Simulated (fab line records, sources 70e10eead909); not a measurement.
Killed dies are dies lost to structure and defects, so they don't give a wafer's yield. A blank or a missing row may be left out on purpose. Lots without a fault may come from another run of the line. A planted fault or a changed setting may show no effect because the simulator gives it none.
Which tool did it? | flow nand_harc | 6 lots, 18 wafers sampled, at 3 steps of a route of 1302

WHAT THE GAUGES READ, wafer by wafer
NHARC_A_ONON_D1_THK_MEAS_08: measures by ellipsometry.
lot  | measured     | on            | thk_nm (nm)
L845 | day 8 07:30  | film_metro-01 | 1001 1000 1000
L849 | day 10 02:13 | film_metro-01 | 1011 1014 1012
L853 | day 11 15:30 | film_metro-01 | 1016 1016 1014
L858 | day 13 18:16 | film_metro-02 | 987 989 989
L864 | day 15 23:17 | film_metro-02 | 999 996 999
L866 | day 16 19:43 | film_metro-01 | 986 984 985

WHICH TOOL RAN EACH LOT (tool, then ch and the chambers of the sampled wafers, then the start)
lot  | NHARC_A_ZERO_WELL_DESCUM_12        | NHARC_A_ONON_D1_DEP_06
L845 | rie_diel-09 ch 2,3, day 7 10:00    | pecvd_onon-04 ch 0, day 8 07:03
L849 | rie_diel-09 ch 1,2, day 9 00:47    | pecvd_onon-04 ch 0, day 10 01:46
L853 | rie_diel-01 ch 1,3, day 10 14:13   | pecvd_onon-01 ch 0, day 11 14:59
L858 | rie_diel-09 ch 0,2, day 12 18:06   | pecvd_onon-01 ch 0, day 13 17:46
L864 | rie_diel-04 ch 0,1,3, day 15 00:29 | pecvd_onon-02 ch 0, day 15 22:46
L866 | rie_diel-01 ch 2,3, day 15 20:41   | pecvd_onon-02 ch 0, day 16 19:13
- NHARC_A_ZERO_WELL_DESCUM_12: chemistry O2, time 3 s.
- NHARC_A_ONON_D1_DEP_06: target thk 1000 nm.

THE ANSWER, worked out from the rows above alone
Rule: what is usual is taken from the lots themselves. Put in order of their means at a reading, lots are off if they are a third of the lots or fewer, leave a main group of 4 or more, and stand apart from it by a gap of 3 or more times the standard deviation of the main group's means; of several such gaps the widest counts. A main group whose means are all the same, to the digits that the tables above print for the reading, isn't used. A lot without any number at a reading at which 4 lots or more have one is off too. The other lots that the step has rows for count as sound.
No lot is off at any reading shown: from this, nothing can be told.

WHAT THE SIMULATOR HAD PUT IN
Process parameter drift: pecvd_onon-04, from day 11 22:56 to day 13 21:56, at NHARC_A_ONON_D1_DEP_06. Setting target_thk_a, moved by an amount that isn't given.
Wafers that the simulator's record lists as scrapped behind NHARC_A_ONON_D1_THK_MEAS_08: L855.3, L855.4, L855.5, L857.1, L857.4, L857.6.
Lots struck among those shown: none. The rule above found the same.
